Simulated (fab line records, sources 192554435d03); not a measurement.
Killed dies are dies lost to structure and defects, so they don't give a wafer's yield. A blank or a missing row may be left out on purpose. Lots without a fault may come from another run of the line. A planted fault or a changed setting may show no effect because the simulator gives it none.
Chamber matching | flow n5_finfet | N5_SD_EPI_P_ETCH_37 on rie_diel-01: 4 sister chambers
The step etches SOC in N2/H2, overetch 108 nm, time 486 s. 24 wafers are shown with their chamber, then 12 later ones without.

WAFERS WITH THEIR CHAMBER
wafer  | chamber | drypump_motor_current_A (A) | showerhead_plenum_p_Torr (Torr) | throttle_valve_pct (%)
L074.1 | 0       | 5.3                         | 2.58                            | 23.8
L074.2 | 2       | 5.9                         | 2.53                            | 24.2
L074.4 | 1       | 5.5                         | 2.65                            | 23.8
L077.4 | 3       | 5.2                         | 2.52                            | 23.8
L077.5 | 1       | 5.6                         | 2.65                            | 23.7
L077.6 | 2       | 5.9                         | 2.52                            | 24.3
L078.1 | 2       | 5.8                         | 2.52                            | 24.3
L078.2 | 3       | 5.2                         | 2.52                            | 23.9
L078.6 | 1       | 5.5                         | 2.65                            | 23.8
L083.1 | 2       | 5.9                         | 2.52                            | 24.3
L083.2 | 3       | 5.2                         | 2.52                            | 23.9
L083.4 | 1       | 5.5                         | 2.64                            | 23.8
L084.2 | 3       | 5.2                         | 2.51                            | 23.9
L084.3 | 1       | 5.5                         | 2.64                            | 23.8
L084.6 | 1       | 5.5                         | 2.64                            | 23.8
L087.3 | 2       | 5.9                         | 2.52                            | 24.3
L087.5 | 2       | 5.8                         | 2.52                            | 24.3
L087.6 | 1       | 5.5                         | 2.64                            | 23.8
L085.1 | 2       | 5.9                         | 2.52                            | 24.3
L085.3 | 1       | 5.5                         | 2.64                            | 23.8
L085.4 | 3       | 5.2                         | 2.51                            | 23.9
L090.2 | 3       | 5.2                         | 2.51                            | 23.9
L090.4 | 0       | 5.3                         | 2.57                            | 23.8
L090.5 | 1       | 5.5                         | 2.64                            | 23.8

SIGNATURES (means of the wafers above)
reading                  | chamber 0 | chamber 1 | chamber 2 | chamber 3 | scatter within a chamber
drypump_motor_current_A  | 5.300     | 5.511     | 5.871     | 5.200     | 0.034
showerhead_plenum_p_Torr | 2.5750    | 2.6433    | 2.5214    | 2.5150    | 0.00493
throttle_valve_pct       | 23.800    | 23.789    | 24.286    | 23.883    | 0.0359
Rule: a wafer's distance from a chamber is the root of the sum, over the readings, of the square of ((its reading less the chamber's mean) divided by the reading's scatter). The wafer belongs to the nearest chamber; if the next one is less than 2 further off, it can't be placed. The scatter: the root of (the sum of the squares of (reading less its chamber's mean) over the shown wafers, divided by (wafers less chambers)).

WAFERS WITHOUT THEIR CHAMBER
wafer  | drypump_motor_current_A (A) | showerhead_plenum_p_Torr (Torr) | throttle_valve_pct (%)
L093.1 | 5.2                         | 2.51                            | 23.9
L093.3 | 5.8                         | 2.51                            | 24.3
L093.4 | 5.3                         | 2.57                            | 23.8
L094.2 | 5.3                         | 2.57                            | 23.8
L094.3 | 5.5                         | 2.64                            | 23.8
L094.5 | 5.2                         | 2.51                            | 23.9
L095.4 | 5.9                         | 2.51                            | 24.3
L095.5 | 5.9                         | 2.51                            | 24.3
L095.6 | 5.5                         | 2.63                            | 23.8
L096.4 | 5.9                         | 2.51                            | 24.3
L096.5 | 5.5                         | 2.63                            | 23.8
L096.6 | 5.3                         | 2.56                            | 23.8

WHICH CHAMBER EACH WENT THROUGH
wafer  | from the rows above | in truth
L093.1 | 3                   | 3
L093.3 | 2                   | 2
L093.4 | 0                   | 0
L094.2 | 0                   | 0
L094.3 | 1                   | 1
L094.5 | 3                   | 3
L095.4 | 2                   | 2
L095.5 | 2                   | 2
L095.6 | 1                   | 1
L096.4 | 2                   | 2
L096.5 | 1                   | 1
L096.6 | 0                   | 0
Placed correctly: 12 of 12. Can't be placed from these rows: 0. Placed wrongly: 0.
